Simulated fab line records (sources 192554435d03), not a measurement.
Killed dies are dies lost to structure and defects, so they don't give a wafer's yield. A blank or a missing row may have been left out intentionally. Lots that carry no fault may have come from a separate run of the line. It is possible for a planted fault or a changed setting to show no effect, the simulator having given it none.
fab line records ; flow n5-finfet
record: lots: 6; wafers: 16; last-day: 18
route steps=1938 shown BEOL_M3@937 BEOL_M4@1111 PASSIVATION@1936
lots that met no fault: from a run of the same line without faults
start-h: hours from the record's opening day to when the first of the lot's shown wafers began ; wait-h: time in hours since the lot's previous step ; " as in the row above ; L1.1+2: a single row standing in for several wafers ; - value missing, or start not given ; * or withheld: withheld ; < > ~ a bound
route shown NAME@n: names a module that has steps shown in the file, with the first one's number in the route ; usual: mean/standard deviation taken from wafers without a fault ; same: alike in all rows ; chamber/n: place in a boat ; sites: the reading at each site ; _std_site: standard deviation of those values ; _edge_site: the outer-site mean with the inner-site mean subtracted ; radius-mm: for every site, how far away it sits from the centre of the wafer ; mask NAME#n: copy n ; behind: tool/chamber where the wafer was last shaped ; hold: why the lot went on hold/how many hours it stayed there/how the hold came to an end ; device: which transistor (n, p or np) failed to switch ; end of line: the route-end tests of the same wafers ; for a step that has no rows: nothing shown but its recipe ; killed: dies lost to structure and defects at the first sort, not the wafer's yield ; map: dies across one wafer; x = killed, . = not, _ = none there
set.NAME: setting as actually run; set.NAME@STEP: the setting as run at that earlier step ; model.NAME: the simulator's own value behind a step, which no gauge read
lots at selected steps of the route; one table per step, one row per wafer
services: from which hour (start-h, from the record's first day; less than 0 if before it) a tool's chamber was out of use, for how many hours, and why
== steps ==
step: N5_BEOL_M3_COAT_73
recipe: resist: underlayer; temp-c: 205; time-s: 60; spin-rpm: 1500; resist-thk-nm: 5
step: N5_BEOL_M3_COAT_05
recipe: resist: CAR-EUV; spin-rpm: 1500; resist-thk-nm: 30
step: N5_BEOL_M3_EBR_07
recipe: solvent: PGMEA; ebr-width-mm: 1.5
step: N5_BEOL_M3_SOFTBAKE_06
recipe: temp-c: 110; time-s: 60; resist: CAR-EUV
step: N5_BEOL_M3_EXPOSE_08
recipe: mask-id: M3; na: 0.33; source-shape: dipole; sigma-inner: 0.369; sigma-outer: 0.767; polarization: unpolarized; dose-mj: 33
step: N5_BEOL_M3_PEB_09
recipe: peb-temp-c: 100; peb-time-s: 60; resist: CAR-EUV
step: N5_BEOL_M3_DEVELOP_10
recipe: develop-time-s: 30; developer: TMAH; resist: CAR-EUV; rinse-liquid: surfactant-rinse; dry: air-spin; dev-temp-c: 23
step: N5_BEOL_M3_CD_MEAS_11
recipe: target-cd-nm: 17.05; landing-energy-ev: 500; detector: se-inlens; polarity: opening
usual: cd-nm: 17.12/0.23
lot.wafer;tool;chamber;start-h;wait-h;cd-nm
L888.1;cd-sem-01;0;162.17;-;17.07
L888.3;cd-sem-01;0;162.17;-;17.09
L888.6;cd-sem-01;0;162.17;-;16.76
L890.3;cd-sem-02;0;173.38;-;17.33
L890.4;cd-sem-02;0;173.38;-;17.24
L890.5;cd-sem-02;0;173.38;-;17.07
L893.1;cd-sem-03;0;185.44;-;16.96
L893.5;cd-sem-03;0;185.44;-;17.04
L894.5;cd-sem-03;0;192.01;-;17.18
L894.6;cd-sem-03;0;192.01;-;17.20
L902.4;cd-sem-03;0;275.77;-;16.78
L902.5;cd-sem-03;0;275.77;-;17.05
L902.6;cd-sem-03;0;275.77;-;16.74
L907.2;cd-sem-03;0;284.38;-;17.44
L907.3;cd-sem-03;0;284.38;-;17.14
L907.6;cd-sem-03;0;284.38;-;16.82
step: N5_BEOL_M3_OVL_MEAS_12
recipe: points-per-wafer: 522
usual: M3_OVL: -0.1/0.53
lot.wafer;tool;chamber;start-h;wait-h;M3_OVL[nm]
L888.1;overlay-02;0;162.20;0.0;-0.2
L888.3;overlay-02;0;162.20;0.0;-0.3
L888.6;overlay-02;0;162.20;0.0;-0.6
L890.3;overlay-01;0;173.42;0.0;0.3
L890.4;overlay-01;0;173.42;0.0;-0.1
L890.5;overlay-01;0;173.42;0.0;-0.3
L893.1;overlay-01;0;185.47;0.0;-0.3
L893.5;overlay-01;0;185.47;0.0;-0.1
L894.5;overlay-01;0;192.06;0.0;0.7
L894.6;overlay-01;0;192.06;0.0;-0.1
L902.4;overlay-01;0;275.81;0.0;0.0
L902.5;overlay-01;0;275.81;0.0;-0.4
L902.6;overlay-01;0;275.81;0.0;0.3
L907.2;overlay-01;0;284.42;0.0;-1.2
L907.3;overlay-01;0;284.42;0.0;0.0
L907.6;overlay-01;0;284.42;0.0;0.0
step: N5_BEOL_M3_INSPECT_13
recipe: mode: adi; inspect-instrument: brightfield
usual: raw-defect-count: 389/85
lot.wafer;tool;chamber;start-h;wait-h;raw-defect-count
L888.1;defect-inspect-01;-;162.26;0.1;378
L888.3;defect-inspect-01;-;162.26;0.1;570
L888.6;defect-inspect-01;-;162.26;0.1;447
L890.3;defect-inspect-01;-;173.47;0.0;331
L890.4;defect-inspect-01;-;173.47;0.0;391
L890.5;defect-inspect-01;-;173.47;0.0;365
L893.1;defect-inspect-01;-;185.53;0.1;518
L893.5;defect-inspect-01;-;185.53;0.1;421
L894.5;defect-inspect-02;-;192.10;0.0;414
L894.6;defect-inspect-02;-;192.10;0.0;359
L902.4;defect-inspect-02;-;275.85;0.0;420
L902.5;defect-inspect-02;-;275.85;0.0;444
L902.6;defect-inspect-02;-;275.85;0.0;483
L907.2;defect-inspect-02;-;284.47;0.0;326
L907.3;defect-inspect-02;-;284.47;0.0;330
L907.6;defect-inspect-02;-;284.47;0.0;482
step: N5_BEOL_M3_DESCUM_16
recipe: chemistry: O2; time-s: 7; source-power-w: 50; bias-power-w: 20; pressure-mtorr: 20; rf-frequency-hz: 2.712e+07; temp-c: 40; resist: CAR-EUV; o2-flow-sccm: 225
usual: drypump-motor-current-A: 5.5/0.66; oes-product-au: 0.76/0.079; rf-vpp-V: 243.4/1.4; showerhead-plenum-p-Torr: 2.10/0.073; throttle-valve-pct: 20.57/0.25
same: time-s: 7
lot.wafer;tool;chamber;start-h;wait-h;drypump-motor-current-A;oes-product-au;rf-hours-counter-h;rf-vpp-V;showerhead-plenum-p-Torr;throttle-valve-pct
L888.1;rie-diel-01;3;162.30;0.0;4.7;0.70;219;242.6;2.09;20.86
L888.3;rie-diel-01;2;162.30;0.0;5.5;0.76;144;243.9;2.10;20.70
L888.6;rie-diel-01;0;162.30;0.0;5.0;0.78;-;245.4;2.18;20.73
L890.3;rie-diel-05;1;173.63;0.2;6.7;0.73;157;241.8;1.99;20.46
L890.4;rie-diel-05;0;173.63;0.2;6.7;0.70;-;241.1;1.98;20.74
L890.5;rie-diel-05;3;173.63;0.2;4.9;0.95;-;245.6;2.23;20.42
L893.1;rie-diel-01;1;185.56;0.0;5.2;0.68;229;243.7;2.14;20.30
L893.5;rie-diel-01;2;185.56;0.0;5.6;0.76;-;242.6;2.10;20.71
L894.5;rie-diel-01;3;193.03;0.9;4.7;0.69;-;241.8;2.08;20.90
L894.6;rie-diel-01;2;193.03;0.9;5.5;0.76;-;243.3;2.10;20.72
L902.4;rie-diel-01;2;275.90;0.0;5.6;0.74;-;240.9;2.09;20.77
L902.5;rie-diel-01;1;275.90;0.0;5.2;0.98;-;244.0;2.13;20.07
L902.6;rie-diel-01;0;275.90;0.0;5.0;0.75;-;244.7;2.17;20.78
L907.2;rie-diel-01;2;284.50;0.0;5.6;0.73;187;244.0;2.09;20.76
L907.3;rie-diel-01;1;284.50;0.0;5.2;0.97;5;244.0;2.13;20.04
L907.6;rie-diel-01;1;284.50;0.0;5.2;0.97;-;243.9;2.13;20.05
step: N5_BEOL_M3_ETCH_74
recipe: chemistry: N2/H2; target: underlayer; target-depth-a: 65; mask-material: CAR-EUV; time-s: 5.2; ion-energy-ev: 200; pressure-mtorr: 30; source-w: 840; bias-w: 150; n2-flow-sccm: 200; h2-flow-sccm: 200; ends: cleared
usual: drypump-motor-current-A: 5.5/0.66; etch-rf-on-time-s: 5.20/0.1; oes-product-au: 0.64/0.066; rf-vpp-V: 524.4/2.7; showerhead-plenum-p-Torr: 2.55/0.091; throttle-valve-pct: 17.97/0.2
lot.wafer;tool;chamber;start-h;wait-h;drypump-motor-current-A;etch-rf-on-time-s;oes-product-au;rf-hours-counter-h;rf-vpp-V;showerhead-plenum-p-Torr;throttle-valve-pct
L888.1;rie-diel-01;3;162.33;0.0;4.7;5.18;0.61;219;521.9;2.51;18.12
L888.3;rie-diel-01;2;162.33;0.0;5.6;5.26;0.66;144;523.6;2.52;17.93
L888.6;rie-diel-01;0;162.33;0.0;5.0;5.20;0.66;-;526.2;2.65;18.09
L890.3;rie-diel-05;1;173.66;0.0;6.7;5.33;0.62;157;521.2;2.43;18.00
L890.4;rie-diel-05;0;173.66;0.0;6.7;5.09;0.60;-;520.2;2.40;18.21
L890.5;rie-diel-05;3;173.66;0.0;5.0;5.22;0.79;-;528.5;2.72;17.83
L893.1;rie-diel-01;1;185.60;0.0;5.2;5.09;0.59;229;524.7;2.61;17.82
L893.5;rie-diel-01;2;185.60;0.0;5.6;5.31;0.64;-;522.6;2.52;17.95
L894.5;rie-diel-01;3;193.05;0.0;4.8;5.23;0.60;-;522.3;2.51;18.17
L894.6;rie-diel-01;2;193.05;0.0;5.6;5.35;0.63;-;522.3;2.52;17.94
L902.4;rie-diel-01;2;275.93;0.0;5.6;5.29;0.63;-;525.6;2.51;17.99
L902.5;rie-diel-01;1;275.93;0.0;5.2;4.90;0.85;-;526.3;2.60;17.50
L902.6;rie-diel-01;0;275.93;0.0;5.0;5.20;0.63;-;524.1;2.63;18.16
L907.2;rie-diel-01;2;284.54;0.0;5.6;5.35;0.62;187;523.9;2.51;18.01
L907.3;rie-diel-01;1;284.54;0.0;5.2;4.92;0.85;5;525.0;2.60;17.52
L907.6;rie-diel-01;1;284.54;0.0;5.2;4.92;0.83;-;525.1;2.60;17.52
step: N5_BEOL_M3_ETCH_63
recipe: chemistry: CF4; target: SiARC; target-depth-a: 156; mask-material: CAR-EUV; time-s: 26; ion-energy-ev: 80; pressure-mtorr: 40; source-w: 545; bias-w: 36; Ar_flow_sccm: 100; cf4-flow-sccm: 100; ends: cleared
usual: drypump-motor-current-A: 5.5/0.66; etch-rf-on-time-s: 26.1/0.54; oes-product-au: 0.64/0.068; rf-vpp-V: 184.2/1.1; showerhead-plenum-p-Torr: 2.16/0.067; throttle-valve-pct: 15.78/0.21
lot.wafer;tool;chamber;start-h;wait-h;drypump-motor-current-A;etch-rf-on-time-s;oes-product-au;rf-hours-counter-h;rf-vpp-V;showerhead-plenum-p-Torr;throttle-valve-pct
L888.1;rie-diel-01;3;162.35;0.0;4.7;26.0;0.61;219;183.2;2.11;15.89
L888.3;rie-diel-01;2;162.35;0.0;5.5;26.7;0.65;144;182.5;2.15;15.83
L888.6;rie-diel-01;0;162.35;0.0;5.0;26.2;0.65;-;184.1;2.23;15.90
L890.3;rie-diel-05;1;173.68;0.0;6.7;26.3;0.63;157;183.4;2.06;15.75
L890.4;rie-diel-05;0;173.68;0.0;6.7;25.7;0.60;-;181.9;2.04;16.03
L890.5;rie-diel-05;3;173.68;0.0;4.9;25.8;0.79;-;185.1;2.27;15.53
L893.1;rie-diel-01;1;185.61;0.0;5.2;25.9;0.59;230;185.2;2.21;15.71
L893.5;rie-diel-01;2;185.61;0.0;5.5;19.6;0.77;-;184.0;2.14;15.85
L894.5;rie-diel-01;3;193.08;0.0;4.8;18.9;0.73;-;183.0;2.11;15.92
L894.6;rie-diel-01;2;193.08;0.0;5.6;19.2;0.78;-;185.0;2.14;15.84
L902.4;rie-diel-01;2;275.95;0.0;5.5;26.8;0.62;-;183.6;2.13;15.91
L902.5;rie-diel-01;1;275.95;0.0;5.2;24.7;0.86;-;184.7;2.20;15.30
L902.6;rie-diel-01;0;275.95;0.0;5.0;26.4;0.63;-;184.6;2.22;15.98
L907.2;rie-diel-01;2;284.56;0.0;5.6;26.6;0.63;187;184.9;2.13;15.94
L907.3;rie-diel-01;1;284.56;0.0;5.2;24.8;0.84;5;185.0;2.20;15.29
L907.6;rie-diel-01;1;284.56;0.0;5.2;24.6;0.83;-;183.0;2.20;15.29
step: N5_BEOL_M3_ETCH_64
recipe: chemistry: N2/H2; target: SOC; target-depth-a: 750; overetch-a: 150; mask-material: SiARC; temp-c: 40; time-s: 112.5; ion-energy-ev: 200; pressure-mtorr: 30; source-w: 840; bias-w: 150; n2-flow-sccm: 200; h2-flow-sccm: 200
usual: drypump-motor-current-A: 5.5/0.66; oes-product-au: 0.60/0.058; rf-vpp-V: 524.3/2.4; showerhead-plenum-p-Torr: 2.55/0.091; throttle-valve-pct: 17.93/0.2
same: time-s: 112.5
lot.wafer;tool;chamber;start-h;wait-h;drypump-motor-current-A;oes-product-au;rf-hours-counter-h;rf-vpp-V;showerhead-plenum-p-Torr;throttle-valve-pct
L888.1;rie-diel-01;3;162.38;0.0;4.7;0.56;219;522.4;2.51;18.10
L888.3;rie-diel-01;2;162.38;0.0;5.5;0.61;144;524.0;2.53;17.90
L888.6;rie-diel-01;0;162.38;0.0;5.0;0.61;-;527.1;2.65;18.07
L890.3;rie-diel-05;1;173.71;0.0;6.7;0.59;157;520.9;2.43;17.95
L890.4;rie-diel-05;0;173.71;0.0;6.7;0.55;-;521.1;2.40;18.17
L890.5;rie-diel-05;3;173.71;0.0;4.9;0.73;-;527.4;2.72;17.80
L893.1;rie-diel-01;1;185.64;0.0;5.2;0.54;230;526.7;2.61;17.78
L893.5;rie-diel-01;2;185.64;0.0;5.5;0.61;-;525.0;2.52;17.92
L894.5;rie-diel-01;3;193.14;0.1;4.7;0.56;-;522.5;2.51;18.13
L894.6;rie-diel-01;2;193.14;0.1;5.5;0.60;-;523.0;2.52;17.92
L902.4;rie-diel-01;2;276.02;0.1;5.6;0.59;-;523.5;2.51;17.98
L902.5;rie-diel-01;1;276.02;0.1;5.2;0.76;-;524.4;2.60;17.47
L902.6;rie-diel-01;0;276.02;0.1;5.0;0.59;-;525.9;2.63;18.15
L907.2;rie-diel-01;2;284.58;0.0;5.6;0.59;187;522.8;2.51;17.99
L907.3;rie-diel-01;1;284.58;0.0;5.2;0.75;5;525.6;2.60;17.46
L907.6;rie-diel-01;1;284.58;0.0;5.2;0.75;-;525.2;2.60;17.46
step: N5_BEOL_M4_RC_MEAS_101
usual: DIBL_N: 36.3/1.9; DIBL_P: 36.0/2.1; IOFF_N: 0.16/0.031; IOFF_P: 0.21/0.035; ION_N: 675/14; ION_P: 464/8.5; SS_N: 71.5/0.6; SS_P: 73.3/0.72; VT_N: 250/3.2; VT_P: -250/3.1
lot.wafer;tool;chamber;start-h;wait-h;DIBL_N[mV/V];DIBL_P[mV/V];IOFF_N[nA/um];IOFF_P[nA/um];ION_N[uA/um];ION_P[uA/um];SS_N[mV/dec];SS_P[mV/dec];VT_N[mV];VT_P[mV]
L888.1;prober-01;0;182.85;0.0;37.0;39.3;0.19;0.24;691;469;71.5;75.0;243;-250
L888.3;prober-01;0;182.85;0.0;39.5;42.1;0.25;0.29;700;472;72.5;74.8;242;-249
L888.6;prober-01;0;182.85;0.0;35.5;37.8;0.18;0.22;704;483;70.8;73.7;244;-250
L890.3;prober-01;0;192.98;0.3;35.8;36.9;0.16;0.24;680;471;71.8;73.4;251;-249
L890.4;prober-01;0;192.98;0.3;33.1;33.2;0.13;0.19;672;468;71.0;72.2;251;-248
L890.5;prober-01;0;192.98;0.3;34.9;36.5;0.16;0.25;676;469;70.9;73.0;249;-244
L893.1;prober-01;0;202.07;0.0;35.2;33.3;0.12;0.19;659;456;70.8;72.1;254;-252
L893.5;prober-01;0;202.07;0.0;32.8;31.5;0.10;0.16;649;459;70.4;72.3;258;-250
L894.5;prober-01;0;209.53;0.6;35.5;37.2;0.15;0.20;653;447;72.0;73.5;253;-252
L894.6;prober-01;0;209.53;0.6;35.7;38.1;0.15;0.20;657;451;72.1;73.6;252;-251
L902.4;prober-01;0;313.87;0.5;39.4;36.5;0.20;0.22;678;456;71.4;72.8;248;-252
L902.5;prober-01;0;313.87;0.5;39.2;36.7;0.18;0.22;679;464;71.8;73.6;252;-252
L902.6;prober-01;0;313.87;0.5;38.0;36.6;0.16;0.22;673;461;71.7;74.1;251;-248
L907.2;prober-02;0;324.74;0.2;35.5;35.9;0.15;0.22;698;483;71.4;73.2;249;-250
L907.3;prober-02;0;324.74;0.2;33.4;33.9;0.11;0.20;652;462;71.5;71.7;255;-248
L907.6;prober-02;0;324.74;0.2;34.1;34.3;0.13;0.20;683;478;72.3;72.5;253;-250
step: N5_PASSIVATION_PROBE_49
usual: defect-limited-yield: 91.0/1.5; killed_at_M0_to_M3: 32/9.6; killed_at_M4_up: 13/4.7; killed-at-contacts: 13/7.2; killed-at-front-end: 44/13; killed-at-other: 4/3.4; killed-dies: 106/18; killed-open: 70/13; killed-short: 35/8; sort_bin_5_function: 5.3/0.97; sort_bin_6_memory: 3.4/0.73; sort-n-pass: 1074/18; sort-yield-pct: 91.0/1.5
same: gross-dies: 1180; killed-at-back-side: 0; sort_bin_4_leakage[%]: 0; sort_bin_8_speed[%]: 0
lot.wafer;tool;chamber;start-h;wait-h;defect-limited-yield[%];killed_at_M0_to_M3;killed_at_M4_up;killed-at-contacts;killed-at-front-end;killed-at-other;killed-dies;killed-open;killed-short;sort_bin_5_function[%];sort_bin_6_memory[%];sort-n-pass;sort-yield-pct[%]
L893.1;prober-02;-;278.60;0.0;92.9;20;11;11;41;1;84;58;26;4.8;2.2;1096;92.9
L893.5;prober-02;-;278.80;0.2;90.5;37;10;15;47;3;112;83;29;5.3;4.2;1068;90.5
killed by level:class
L893.1 MOL_CONTACT_COAG:geometric-particle:open=11 STI_FIN_REVEAL:geometric-particle:open=10 FIN_SAQP:geometric-particle:open=5 ILD0:geometric-particle:short=5 BEOL_M0:geometric-particle:open=5 BEOL_M0_SAQP:geometric-particle:short=4 DUMMY_GATE:geometric-particle:open=3 BEOL_M3:geometric-particle:open=3
L893.5 STI_FIN_REVEAL:geometric-particle:open=12 MOL_CONTACT_COAG:geometric-particle:open=12 FIN_SAQP:geometric-particle:open=8 BEOL_M0_SAQP:geometric-particle:short=7 STARTING-WAFER:geometric-particle:open=6 BEOL_M1:geometric-particle:open=6 BEOL_M2:geometric-particle:open=6 BEOL_M0_SAQP:geometric-particle:open=5
== services ==
tool;chamber;start-h;hours;kind
rie-diel-05;2;167.42;14.2;repair
rie-diel-01;1;249.23;-;clean
rie-diel-01;1;249.23;-;consumable-replace:focus-ring
rie-diel-01;1;249.23;20.2;scheduled-down
rie-diel-01;1;249.23;20.2;vent-cycle
rie-diel-05;-;253.99;4.3;pm
rie-diel-01;3;269.48;-;clean
rie-diel-01;3;269.48;-;consumable-replace:focus-ring
rie-diel-01;3;269.48;15.8;scheduled-down
rie-diel-01;3;269.48;15.8;vent-cycle
rie-diel-05;-;284.08;2.4;repair
== key ==
first-sign: step: N5_BEOL_M3_ETCH_63; reading: etch-rf-on-time-s; direction: down; sigmas: 13; usual: *; struck: *
effect none on later readings
met-at N5_BEOL_M3_ETCH_63
struck-wafers L893.5,L894.5,L894.6
onset-between 162.35 185.61
fault: kind: process-parameter-drift; tool: rie-diel-01; chamber: -; onset-h: 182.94; steps: N5_BEOL_M3_ETCH_63; channel: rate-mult; offset: 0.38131; shape: step; end-h: 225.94; scope: struck-wafers-only
